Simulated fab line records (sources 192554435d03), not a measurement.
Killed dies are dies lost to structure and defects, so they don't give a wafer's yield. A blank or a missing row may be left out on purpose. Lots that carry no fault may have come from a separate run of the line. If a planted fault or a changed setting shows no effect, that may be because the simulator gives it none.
Split-lot trial    flow n5-finfet    21 wafers read from 7 lots, route of 1938 steps

## SPLIT DETAILS
At N5_BEOL_M2_HM_DEP_02 (deposits TiN, target thk 20 nm), the setting target-thk-a was moved away from the recipe's 200 angstrom on 5 of the 21 wafers read, by -12.0% to +11.8%. This setting was run at the recipe's value on the other wafers.

## FROM THE SPLIT TO THE READING: what the file shows between them, 4 steps
- N5_BEOL_M2_COAT_61: time 60 s, resist thk 60 nm
- N5_BEOL_M2_COAT_62: time 60 s, resist thk 12 nm
- N5_BEOL_M2_STRIP_75: strips in N2/H2
- N5_BEOL_M2_STRIP_66: strips in CF4

## THE READING
etch.depth-nm (the simulator's own value, which no gauge read), in nm, at N5_BEOL_M2_HM_OPEN_17 (chemistry Cl2/BCl3, target TiN, target depth 20 nm, overetch 6 nm). The file gives no usual value for it. The 16 wafers here that ran the recipe average 20.05 nm, standard deviation 0.21 nm.

wafer   tool, chamber at the split  target-thk-a as run, angstrom  against the recipe  etch.depth-nm, nm  against lot-mates on the recipe
L074.1  pvd-sputter-03, -           200                            recipe              19.84              -
L074.2  pvd-sputter-03, -           200                            recipe              20.04              -
L074.5  pvd-sputter-03, -           200                            recipe              19.81              -
L076.1  pvd-sputter-03, -           200                            recipe              20.27              -
L076.4  pvd-sputter-03, -           200                            recipe              20.37              -
L076.5  pvd-sputter-03, -           200                            recipe              20.1               -
L079.2  pvd-sputter-03, -           200                            recipe              20.21              -
L079.3  pvd-sputter-03, -           200                            recipe              19.9               -
L079.5  pvd-sputter-03, -           200                            recipe              19.78              -
L086.2  pvd-sputter-01, -           176                            -12.0%              17.61              -2.37
L086.3  pvd-sputter-01, -           200                            recipe              19.81              -
L086.5  pvd-sputter-01, -           200                            recipe              20.14              -
L087.1  pvd-sputter-02, -           211.5                          +5.8%               21.23              +1.29
L087.2  pvd-sputter-02, -           211.5                          +5.8%               21.69              +1.75
L087.6  pvd-sputter-02, -           200                            recipe              19.94              -
L090.3  pvd-sputter-01, -           200                            recipe              20.21              -
L090.5  pvd-sputter-01, -           200                            recipe              20.32              -
L090.6  pvd-sputter-01, -           200                            recipe              20.26              -
L094.1  pvd-sputter-03, -           200                            recipe              19.77              -
L094.3  pvd-sputter-03, -           223.6                          +11.8%              22.32              +2.55
L094.6  pvd-sputter-03, -           223.6                          +11.8%              22.39              +2.62

THE FIT
A straight line over all 21 wafers: etch.depth-nm changes by +0.204 nm for each +1% of target-thk-a; r = +0.98; the points scatter about the line by 0.22 nm.
The same after taking each lot's own level away (the mean of its wafers on the recipe; 21 wafers): +0.217 nm for each +1%; r = +0.99; scatter 0.16 nm.
Per that fit: largest target-thk-a move, reading shift of 2.6 nm.
From 19.770 to 20.263 nm: that is the span of the lots' own levels, equal to 2.4 times the standard deviation above.
The two slopes agree, so the slope changes little with the lot-to-lot level.
Check: with one of the wafers moved furthest among these (-12.0%) left out of the fit, the line predicts -2.7 nm for it against its lot-mates. It came out at -2.37 nm against them.

## THESE WAFERS: OTHER SPLITS
Note: prior to the reading, these wafers also went through further splits. Each is held against what the fit with the lots' levels taken away leaves over:
other split on the same wafers      wafers away from the commonest value  r with etch.depth-nm (lot level and that fit taken away)
N5_BEOL_M0_SAQP_CUT_ETCH_46 time-s  8                                     -0.32
N5_BEOL_M1_ETCH_64 time-s           8                                     -0.04
N5_BEOL_M1_COAT_68 spin-rpm         3                                     +0.50

## THE WHOLE CHAIN: every reading that the file lists as answering this split, in the file's order
step                   what it does                                                       reading                                                                           change (the file's fit)                r (the file's)
N5_BEOL_M2_HM_DEP_02   deposits TiN, target thk 20 nm                                     TiN_of_BEOL_M2_HM_DEP_02.thk-nm (the simulator's own value, which no gauge read)  +0.213 nm for each +1% of the setting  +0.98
N5_BEOL_M2_HM_OPEN_17  chemistry Cl2/BCl3, target TiN, target depth 20 nm, overetch 6 nm  etch.depth-nm (the simulator's own value, which no gauge read)                    +0.214 nm for each +1% of the setting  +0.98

## THE FILE'S OWN FIT
etch.depth-nm changes by +0.214 nm for each +1% of target-thk-a, r = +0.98.
